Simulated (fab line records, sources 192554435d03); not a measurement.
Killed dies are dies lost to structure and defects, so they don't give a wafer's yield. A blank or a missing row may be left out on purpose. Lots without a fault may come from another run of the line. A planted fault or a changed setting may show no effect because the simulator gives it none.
A struck lot beside a sound one | flow n5_finfet | 19 steps out of a route of 1938
Sound: wafers L924.1, L924.3, L924.6. Struck: wafers L934.1, L934.2, L934.5. The cause comes at the end.
At each step with rows: each side's tool, then ch and its chambers, then its first start. Under that, the readings that differ: sound wafers | struck wafers | difference of the means | sigmas: that difference in standard deviations of wafers without a fault.
alike: readings whose means differ by less than 2 such deviations, and words and numbers that are the same on both sides. not compared: withheld readings, readings that some wafer has no value for, bounds like >300 that may hide the same value, and numbers for which the record gives no deviation and whose values overlap.
The two part at a step that has a row with sigmas, a row that says differs or no value, or rows on one side only. Numbers that don't overlap but have no deviation are shown without sigmas and don't part them. A reading that every wafer of one side lacks parts them only if that side has two wafers or more.

first, 11 steps without rows for these wafers: N5_BEOL_M0_SAQP_STRIP_108 (strips in N2/H2); N5_BEOL_M0_SAQP_RECESS_109 (chemistry HF/NH3, target SiO2, target depth 3 nm, afs cycles 1, sublimation time 60 s); N5_BEOL_M0_SAQP_SPACER2_ALD_26 (deposits SiO2, target thk 15 nm, pulse time 1 s, purge time 2 s); N5_BEOL_M0_SAQP_SPACER2_ETCHBACK_27 (etches SiO2 in CHF3/O2, target depth 22.5 nm, time 11.25 s); N5_BEOL_M0_SAQP_MANDREL2_REMOVE_110 (chemistry HBr/Cl2/O2, target a-Si, stops on SiCN, bt time 10 s); N5_BEOL_M0_SAQP_COAT_69 (time 60 s, resist thk 90 nm); N5_BEOL_M0_SAQP_COAT_72 (time 60 s, resist thk 15 nm); N5_BEOL_M0_SAQP_COAT_87 (time 60 s, resist thk 5 nm); N5_BEOL_M0_SAQP_COAT_34 (resist thk 30 nm); N5_BEOL_M0_SAQP_EBR_36; N5_BEOL_M0_SAQP_SOFTBAKE_35 (time 60 s).
N5_BEOL_M0_SAQP_EXPOSE_37: exposes mask M0 CUT1, target cd 30 nm.
  sound on euv_scanner-01 ch 0, day 7 05:53; struck on euv_scanner-01 ch 0, day 9 17:43
  reading              | sound             | struck            | difference | sigmas
  exposure_dose_mJ_cm2 | 44.71 44.64 44.69 | 45.42 45.41 45.37 | +0.72      | +18
  alike: mask
then, 2 steps without rows for these wafers: N5_BEOL_M0_SAQP_PEB_38 (peb time 60 s); N5_BEOL_M0_SAQP_DEVELOP_39 (develop time 30 s).
N5_BEOL_M0_SAQP_DESCUM_45: chemistry O2, time 7 s.
  sound on rie_diel-05 ch 0,2,3, day 7 06:16; struck on rie_diel-05 ch 0,1,3, day 9 18:05
  alike: drypump_motor_current_A, oes_product_au, rf_vpp_V, showerhead_plenum_p_Torr, throttle_valve_pct
  not compared: rf_hours_counter_h, model.BEOL_M0_SAQP.cd_nm
then, 1 step without rows for these wafers: N5_BEOL_M0_SAQP_ETCH_88 (etches underlayer in N2/H2, target depth 6.5 nm, time 5.2 s).
N5_BEOL_M0_SAQP_ETCH_73: etches SiARC in CF4, target depth 19.5 nm, time 32.5 s.
  sound on rie_diel-05 ch 0,2,3, day 7 06:19; struck on rie_diel-05 ch 0,1,3, day 9 18:08
  alike: drypump_motor_current_A, etch_rf_on_time_s, oes_product_au, rf_vpp_V, showerhead_plenum_p_Torr, throttle_valve_pct
  not compared: rf_hours_counter_h, model.BEOL_M0_SAQP.cd_nm
then, 1 step without rows for these wafers: N5_BEOL_M0_SAQP_CUT_ETCH_46 (etches SOC in N2/H2, target depth 135 nm, overetch 27 nm, time 202.5 s).
-- the record jumps here: 10 days lie between the struck wafers' starts before and after (it left off in module BEOL_M0_SAQP and takes up again in module PASSIVATION, whose first step shown is number 1936 of the route) --
N5_PASSIVATION_PROBE_49:
  the record has rows for the struck wafers here (prober-01, day 19 15:45) and none for the sound ones

WHERE THEY PART
First at N5_BEOL_M0_SAQP_EXPOSE_37; last, within this record, at N5_PASSIVATION_PROBE_49.

WHY: what the simulator had put in
Process parameter drift: euv_scanner-01, from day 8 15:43 on, at N5_BEOL_M0_SAQP_EXPOSE_37. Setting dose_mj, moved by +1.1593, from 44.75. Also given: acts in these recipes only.
